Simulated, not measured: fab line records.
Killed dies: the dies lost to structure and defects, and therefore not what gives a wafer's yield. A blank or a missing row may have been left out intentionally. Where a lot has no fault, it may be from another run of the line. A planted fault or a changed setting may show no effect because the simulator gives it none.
Which tool did it? | flow nand_harc | Sampling: 24 lots, 72 wafers, 4 of 1302 route steps

== WHAT THE GAUGES READ, wafer by wafer ==
NHARC_A_BLC_CD_MEAS_10: the cd target is 100 nm.
lot  | measured     | on        | cd_nm (nm)
L074 | day 22 18:26 | cd_sem-02 | 99.0 99.7 100.1
L077 | day 23 14:11 | cd_sem-03 | 100.0 99.8 100.1
L076 | day 23 14:13 | cd_sem-02 | 100.0 99.0 100.1
L075 | day 23 15:50 | cd_sem-03 | 99.4 100.1 99.8
L078 | day 24 00:46 | cd_sem-02 | 100.1 99.6 99.7
L080 | day 25 02:47 | cd_sem-02 | 99.7 100.6 100.1
L079 | day 25 16:51 | cd_sem-03 | 99.2 99.7 99.2
L082 | day 26 01:52 | cd_sem-03 | 99.5 99.5 99.5
L081 | day 26 02:48 | cd_sem-02 | 100.8 99.4 99.7
L083 | day 26 07:20 | cd_sem-01 | 99.7 100.6 99.4
L085 | day 27 01:21 | cd_sem-03 | 99.4 100.4 100.3
L084 | day 27 01:38 | cd_sem-02 | 100.2 100.3 99.9
L086 | day 27 04:32 | cd_sem-01 | 100.3 100.8 99.9
L087 | day 27 08:24 | cd_sem-03 | 100.8 100.5 100.2
L088 | day 28 02:05 | cd_sem-01 | 100.1 101.0 99.5
L090 | day 29 04:20 | cd_sem-02 | 100.9 101.4 100.8
L089 | day 29 05:59 | cd_sem-01 | 100.5 100.6 101.1
L092 | day 30 01:24 | cd_sem-02 | 99.2 98.6 99.1
L091 | day 30 04:31 | cd_sem-01 | 100.2 99.8 100.3
L093 | day 30 18:47 | cd_sem-01 | 100.5 101.3 101.3
L095 | day 31 22:46 | cd_sem-03 | 99.4 99.8 100.2
L097 | day 32 05:55 | cd_sem-01 | 100.1 99.8 99.5
L094 | day 32 07:18 | cd_sem-01 | 101.0 101.0 99.8
L096 | day 32 15:13 | cd_sem-01 | 99.4 100.3 100.3

NHARC_A_BLC_INSPECT_12.
lot  | measured     | on                | raw_defect_count
L074 | day 22 18:34 | defect_inspect-02 | 107 124 119
L077 | day 23 14:19 | defect_inspect-01 | 107 106 93
L076 | day 23 14:20 | defect_inspect-02 | 109 110 117
L075 | day 23 15:58 | defect_inspect-02 | 155 155 128
L078 | day 24 00:53 | defect_inspect-01 | 93 107 105
L080 | day 25 02:55 | defect_inspect-01 | 121 116 100
L079 | day 25 16:59 | defect_inspect-01 | 36 36 31
L082 | day 26 01:59 | defect_inspect-02 | 93 85 90
L081 | day 26 02:55 | defect_inspect-02 | 83 86 76
L083 | day 26 07:28 | defect_inspect-02 | 88 88 78
L085 | day 27 01:28 | defect_inspect-01 | 90 104 81
L084 | day 27 01:45 | defect_inspect-01 | 58 66 70
L086 | day 27 04:40 | defect_inspect-01 | 76 74 76
L087 | day 27 08:31 | defect_inspect-01 | 81 91 86
L088 | day 28 02:12 | defect_inspect-02 | 39 30 23
L090 | day 29 04:28 | defect_inspect-02 | 60 82 67
L089 | day 29 06:07 | defect_inspect-01 | 76 66 83
L092 | day 30 01:31 | defect_inspect-01 | 118 106 115
L091 | day 30 04:38 | defect_inspect-01 | 88 105 90
L093 | day 30 18:54 | defect_inspect-01 | 142 137 158
L095 | day 31 22:54 | defect_inspect-01 | 63 68 76
L097 | day 32 06:02 | defect_inspect-01 | 98 101 120
L094 | day 32 07:25 | defect_inspect-01 | 80 78 79
L096 | day 32 15:20 | defect_inspect-01 | 137 120 136

NHARC_A_M1_INSPECT_11.
lot  | measured     | on                | raw_defect_count
L074 | day 23 02:49 | defect_inspect-01 | 112 124 112
L077 | day 23 22:15 | defect_inspect-01 | 109 107 91
L076 | day 23 22:51 | defect_inspect-01 | 106 108 117
L075 | day 24 00:02 | defect_inspect-01 | 153 152 130
L078 | day 24 09:30 | defect_inspect-02 | 90 110 101
L080 | day 25 11:37 | defect_inspect-02 | 123 116 102
L079 | day 26 01:19 | defect_inspect-01 | 34 35 27
L082 | day 26 10:24 | defect_inspect-02 | 99 82 84
L081 | day 26 11:29 | defect_inspect-01 | 83 82 74
L083 | day 26 15:48 | defect_inspect-01 | 89 89 85
L085 | day 27 09:46 | defect_inspect-01 | 93 100 78
L084 | day 27 10:20 | defect_inspect-01 | 66 66 70
L086 | day 27 12:55 | defect_inspect-01 | 78 72 80
L087 | day 27 16:58 | defect_inspect-01 | 80 96 80
L088 | day 28 10:22 | defect_inspect-01 | 36 32 19
L090 | day 29 12:31 | defect_inspect-02 | 67 81 65
L089 | day 29 14:44 | defect_inspect-02 | 77 71 84
L092 | day 30 09:52 | defect_inspect-01 | 120 107 112
L091 | day 30 12:57 | defect_inspect-01 | 91 104 95
L093 | day 31 02:46 | defect_inspect-01 | 143 139 151
L095 | day 32 06:52 | defect_inspect-01 | 63 72 81
L097 | day 32 14:01 | defect_inspect-01 | 105 97 118
L094 | day 32 15:31 | defect_inspect-01 | 83 79 80
L096 | day 32 23:26 | defect_inspect-01 | 141 113 133

== WHICH TOOL RAN EACH LOT (tool, then ch and the chambers of the sampled wafers, then the start) ==
lot  | NHARC_A_M0_PVD_20
L074 | pvd_sputter-01, day 23 02:49 or earlier
L077 | pvd_sputter-02, day 23 22:15 or earlier
L076 | pvd_sputter-01, day 23 22:51 or earlier
L075 | pvd_sputter-03, day 24 00:02 or earlier
L078 | pvd_sputter-01, day 24 09:30 or earlier
L080 | pvd_sputter-03, day 25 11:37 or earlier
L079 | pvd_sputter-02, day 26 01:19 or earlier
L082 | pvd_sputter-02, day 26 10:24 or earlier
L081 | pvd_sputter-02, day 26 11:29 or earlier
L083 | pvd_sputter-02, day 26 15:48 or earlier
L085 | pvd_sputter-01, day 27 09:46 or earlier
L084 | pvd_sputter-03, day 27 10:20 or earlier
L086 | pvd_sputter-02, day 27 12:55 or earlier
L087 | pvd_sputter-01, day 27 16:58 or earlier
L088 | pvd_sputter-03, day 28 10:22 or earlier
L090 | pvd_sputter-01, day 29 12:31 or earlier
L089 | pvd_sputter-02, day 29 14:44 or earlier
L092 | pvd_sputter-02, day 30 09:52 or earlier
L091 | pvd_sputter-01, day 30 12:57 or earlier
L093 | pvd_sputter-02, day 31 02:46 or earlier
L095 | pvd_sputter-01, day 32 06:52 or earlier
L097 | pvd_sputter-02, day 32 14:01 or earlier
L094 | pvd_sputter-01, day 32 15:31 or earlier
L096 | pvd_sputter-02, day 32 23:26 or earlier
- NHARC_A_M0_PVD_20: deposits TaN, target thk 5 nm, time 8.06 s.

== WHAT THE TOOLS THEMSELVES READ (means of the sampled wafers that have a number; where no wafer has one, the mark that the record gives instead) ==
NHARC_A_M0_PVD_20.
lot  | tool           | substrate_temp_c (C) | throttle_valve_pct (%)
L074 | pvd_sputter-01 | 50.01                | 29.8
L077 | pvd_sputter-02 | 50.06                | 31.1
L076 | pvd_sputter-01 | 50.03                | 29.1
L075 | pvd_sputter-03 | 49.93                | 29.3
L078 | pvd_sputter-01 | 49.95                | 28.7
L080 | pvd_sputter-03 | 49.90                | 29.5
L079 | pvd_sputter-02 | 49.83                | 30.7
L082 | pvd_sputter-02 | 49.99                | 31.0
L081 | pvd_sputter-02 | 49.93                | 30.1
L083 | pvd_sputter-02 | 50.12                | 30.6
L085 | pvd_sputter-01 | 50.02                | 29.9
L084 | pvd_sputter-03 | 49.88                | 30.2
L086 | pvd_sputter-02 | 49.95                | 30.4
L087 | pvd_sputter-01 | 49.98                | 29.9
L088 | pvd_sputter-03 | 50.04                | 29.3
L090 | pvd_sputter-01 | 50.05                | 29.2
L089 | pvd_sputter-02 | 49.93                | 29.9
L092 | pvd_sputter-02 | 49.96                | 30.3
L091 | pvd_sputter-01 | 49.89                | 30.1
L093 | pvd_sputter-02 | 50.00                | 30.0
L095 | pvd_sputter-01 | 50.00                | 29.8
L097 | pvd_sputter-02 | 50.09                | 29.9
L094 | pvd_sputter-01 | 50.01                | 28.4
L096 | pvd_sputter-02 | 49.95                | 30.0

== THE ANSWER, worked out from the rows above alone ==
Rule: the usual values come from the lots themselves. The widest of any qualifying gaps counts: lots, ordered by their means at a reading, are off when they make up no more than a third of the lots, leave a main group of 4 or more, and stand apart from it by 3 or more times the standard deviation of that group's means. The tables above print the reading to a certain number of digits; a main group whose means all agree to those digits is not used. A lot without any number at a reading at which 4 lots or more have one is off too. All remaining lots with rows at the step are treated as sound. The gauges are gone through in route order, then the tools' own readings, and for those a lot's mean is taken as printed above. The first step at which some lot is off is used, and at that step the reading that is off furthest; a lot without a number counts as furthest.
Across all readings shown, no lot is off: no conclusion can be drawn from this.

== WHAT THE SIMULATOR PUT IN ==
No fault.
